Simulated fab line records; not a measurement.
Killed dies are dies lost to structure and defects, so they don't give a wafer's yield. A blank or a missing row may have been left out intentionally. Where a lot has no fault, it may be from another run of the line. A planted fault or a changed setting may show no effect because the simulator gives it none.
A struck lot beside a sound one | flow n5Finfet | 26 out of 1938 route steps
Sound: wafers L971.2, L971.3, L971.4. Wafers struck: L976.1, L976.2, L976.6. The cause is named last.
Per side, at each step with rows, come the tool, then ch with its chambers, and then its first start. Under that, the readings that differ: sound wafers | struck wafers | difference of the means | sigmas: that difference in standard deviations of wafers without a fault.
alike: same words and numbers on both sides, and readings whose means sit less than 2 such deviations apart. not compared: any withheld reading, any reading some wafer has no value for, any bound like >300 that may hide the same value, and any number with overlapping values for which the record gives no deviation.
The two part at a step that has a row with sigmas, a row that says differs or no value, or rows on one side only. When numbers do not overlap yet have no deviation, they are printed without sigmas and do not part them. A reading missing from all wafers of one side parts the sides only when that side holds two or more wafers.

first, 10 steps without rows for these wafers: N5_SD_EPI_N_EPI_21 (deposits Si:P, time 690 s); N5_SD_EPI_N_PRECLEAN_24 (cleans in O3/DIW, time 60 s); N5_SD_EPI_N_SRD_25 (time 30 s); N5_SD_EPI_N_PRECLEAN_49 (cleans in NF3:NH3, afs cycles 1, time 20 s, sublimation time 60 s); N5_SD_EPI_N_LINER_46 (material SiNx, target thk 3 nm); N5_SD_EPI_P_COAT_34 (time 60 s, resist thk 350 nm); N5_SD_EPI_P_COAT_35 (time 60 s, resist thk 35 nm); N5_SD_EPI_P_COAT_03 (resist thk 150 nm); N5_SD_EPI_P_EBR_05; N5_SD_EPI_P_SOFTBAKE_04 (time 60 s).
N5_SD_EPI_P_EXPOSE_06: exposes mask SD P BLK, target cd 240 nm.
  sound on arfiScanner-03 ch 0, day 4 23:59; struck on arfiScanner-03 ch 0, day 6 09:26
reading           | sound             | struck            | difference | sigmas
exposureDoseMJCm2 | 39.51 39.51 39.50 | 36.68 36.74 36.69 | -2.80      | -62
  alike: mask
then, 2 steps without rows for these wafers: N5_SD_EPI_P_PEB_07 (peb time 60 s); N5_SD_EPI_P_DEVELOP_08 (develop time 30 s).
N5_SD_EPI_P_CD_MEAS_09: target cd 240 nm.
  sound on cdSem-03 ch 0, day 5 00:06; struck on cdSem-02 ch 0, day 6 09:34
reading   | sound             | struck            | difference | sigmas
cdNm (nm) | 241.1 240.3 241.4 | 235.8 236.7 234.4 | -5.3       | -5
N5_SD_EPI_P_DESCUM_14: chemistry O2, time 7.9 s.
  sound on rieDiel-05 ch 0,1,3, day 5 00:11; struck on rieDiel-05 ch 1,3, day 6 09:50
reading                  | sound             | struck            | difference | sigmas
model.SD_EPI_P.cdNm (nm) | 241.2 240.6 241.4 | 235.6 236.4 234.4 | -5.6       | 
  alike: drypumpMotorCurrentA, oesProductAu, rfVppV, showerheadPlenumPTorr, tempC, throttleValvePct
  not compared: rfHoursCounterH
then, 7 steps without rows for these wafers: N5_SD_EPI_P_ETCH_36 (etches SiARC in CF4, target depth 45.5 nm, time 75.8 s); N5_SD_EPI_P_ETCH_37 (etches SOC in N2/H2, overetch 108 nm, time 486 s); N5_SD_EPI_P_STRIP_38 (strips in N2/H2); N5_SD_EPI_P_ETCHBACK_46 (etches SiNx in CH3F/O2, stops on SiO2, target depth 17.5 nm); N5_SD_EPI_P_ETCH_47 (etches SiOCN in CH3F/O2, target depth 25 nm); N5_SD_EPI_P_ETCH_16 (etches SiO2 in CHF3/O2, target depth 5 nm); N5_SD_EPI_P_STRIP_50 (strips in CHF3/O2).
N5_SD_EPI_P_SD_RECESS_17: chemistry HBr/Cl2/O2, target depth 39.1 nm, bt time 3 s.
  sound on rieSi-03 ch 1,2,3, day 5 00:53; struck on rieSi-03 ch 0,1,2, day 6 10:32
reading                  | sound         | struck        | difference | sigmas
model.SD_EPI_P.cdNm (nm) | 241.4 240 241 | 235.8 238 236 | -4.2       | 
  alike: drypumpMotorCurrentA, oesProductAu, throttleValvePct
  not compared: rfHoursCounterH
then, 1 step without rows for these wafers: N5_SD_EPI_P_WET_ETCH_45 (etches SiO2 in dHF, time 10.7 s, target depth 2 nm, rinse time 30 s).
-- record jumps: 5 days separate the struck wafers' starts on either side; left off in module SD_EPI_P, taken up again in module BEOL_M4, whose first shown step is the route's number 1111 --
N5_BEOL_M4_RC_MEAS_101:
  sound on prober-01 ch 0, day 9 22:22; struck on prober-02 ch 0, day 11 08:16
  alike: DIBL_N, DIBL_P, IOFF_N, IOFF_P, ION_N, ION_P, SS_N, SS_P, VT_N, VT_P
next, for these wafers, 1 step has no rows: N5_PASSIVATION_PROBE_49.

WHERE THEY PART
Last at N5_SD_EPI_P_CD_MEAS_09 as far as this record goes, first at N5_SD_EPI_P_EXPOSE_06. Later steps at which nothing parts them and some readings are alike: N5_SD_EPI_P_DESCUM_14, N5_SD_EPI_P_SD_RECESS_17, N5_BEOL_M4_RC_MEAS_101.

WHY: whatever the simulator had introduced
Process parameters drifting: arfiScanner-03 at N5_SD_EPI_P_EXPOSE_06, beginning at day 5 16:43. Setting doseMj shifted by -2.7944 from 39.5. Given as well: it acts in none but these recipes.
